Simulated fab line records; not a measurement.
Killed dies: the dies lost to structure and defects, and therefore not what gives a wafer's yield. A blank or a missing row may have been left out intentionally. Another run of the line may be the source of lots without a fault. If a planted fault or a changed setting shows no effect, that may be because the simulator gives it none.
Comparing a struck lot with a sound one ; flow n5_finfet ; 16 out of 1938 route steps
Sound: wafers L621.1, L621.3, L621.4. Wafers L618.3, L618.4, L618.6 were the ones struck. At the end, the cause is stated.
For every step that has rows: the tool of each side, followed by ch and its chambers, followed by its first start. Under that, the readings that differ: sound wafers ; struck wafers ; difference of the means ; sigmas: that difference in standard deviations of wafers without a fault.
alike: words and numbers the same on both sides, and readings whose means are apart by under 2 such deviations; not compared: readings that were withheld, readings missing a value for some wafer, numbers with overlapping values and no deviation given by the record, and bounds like >300 which may hide the same value.
A row with sigmas, a row that says differs or no value, or rows on one side alone: a step with any of these is where the two part. Numbers that have no deviation but don't overlap get no sigmas and don't part them. A reading missing from all wafers of one side parts the sides only when that side holds two or more wafers.

first, 10 steps without rows for these wafers: N5_DUMMY_GATE_DESCUM_20 (chemistry O2, time 6.2 s); N5_DUMMY_GATE_ETCH_29 (etches underlayer in N2/H2, target depth 13 nm); N5_DUMMY_GATE_ETCH_36 (etches SiARC in CF4, target depth 13 nm); N5_DUMMY_GATE_ETCH_37 (etches SOC in N2/H2, target depth 60 nm, overetch 30 nm); N5_DUMMY_GATE_STRIP_38 (strips in N2/H2); N5_DUMMY_GATE_STRIP_39 (strips in N2/H2); N5_DUMMY_GATE_TRIM_49 (chemistry O2, time 29 s, target cd 14 nm); N5_DUMMY_GATE_STRIP_40 (strips in CF4); N5_DUMMY_GATE_ETCH_31 (etches SiO2 in C4F6/O2, target depth 82.5 nm, time 27.5 s); N5_DUMMY_GATE_STRIP_41 (strips in O2).
N5_DUMMY_GATE_HM_OPEN_21: chemistry CH3F/O2, target SiNx, target depth 120 nm, time 171.4 s.
  sound on rie_diel-01 ch 1,2,3, day 8 09:29; struck on rie_diel-04 ch 0,1,2, day 7 17:39
  no value came back on the struck wafers for any of 7 readings (CH3F_flow_sccm (sccm), O2_flow_sccm (sccm) and others); on the sound wafers CH3F_flow_sccm (sccm) reads 29.92 30.14 29.98
reading;sound;struck;difference;sigmas
model.SiO2_of_DUMMY_GATE_PECVD_30.thk_nm (nm);43.8 45.4 45;53.8 54.8 55.8;+10.1;
  not compared: rf_hours_counter_h
then, 2 steps without rows for these wafers: N5_DUMMY_GATE_ETCH_32 (etches SiO2 in CF4, target depth 3.5 nm, time 3.9 s); N5_DUMMY_GATE_ETCH_23 (etches poly-Si in HBr/Cl2/O2, target depth 41 nm, time 22.3 s).
N5_DUMMY_GATE_ETCH_44: etches poly-Si in HBr/O2, stops on SiO2, target depth 127.5 nm.
  sound on rie_si-02 ch 0,1,3, day 8 09:44; struck on rie_si-03 ch 1,2,3, day 7 17:54
reading;sound;struck;difference;sigmas
model.SiO2_of_DUMMY_GATE_PECVD_30.thk_nm (nm);36.8 38.4 38.2;47 48 48.8;+10;
  alike: drypump_motor_current_A, oes_product_au, throttle_valve_pct
  not compared: rf_hours_counter_h
N5_BEOL_M4_RC_MEAS_101:
  the record has rows for the sound wafers here (prober-02 ch 0, day 13 22:43) and none for the struck ones
-- record jumps: 10 days separate the struck wafers' starts on either side; left off in module BEOL_M4, taken up again in module PASSIVATION, whose first shown step is the route's number 1936 --
N5_PASSIVATION_PROBE_49:
  sound on prober-01, day 18 02:57; struck on prober-01, day 17 15:30
reading;sound;struck;difference;sigmas
killed_at_M4_up;1 7 7;15 13 21;+11;+2
killed_at_front_end;37 35 32;1119 1130 1100;+1082;+90
killed_dies;88 106 94;1180 1180 1180;+1084;+60
killed_on_rim;10 17 12;152 152 152;+139;+35
  alike: killed_at_M0_to_M3, killed_at_contacts, killed_at_other, killed_open, killed_short

WHERE THEY PART
At N5_DUMMY_GATE_HM_OPEN_21 first; at N5_PASSIVATION_PROBE_49 last (within this record only).

WHY: what the simulator had put in
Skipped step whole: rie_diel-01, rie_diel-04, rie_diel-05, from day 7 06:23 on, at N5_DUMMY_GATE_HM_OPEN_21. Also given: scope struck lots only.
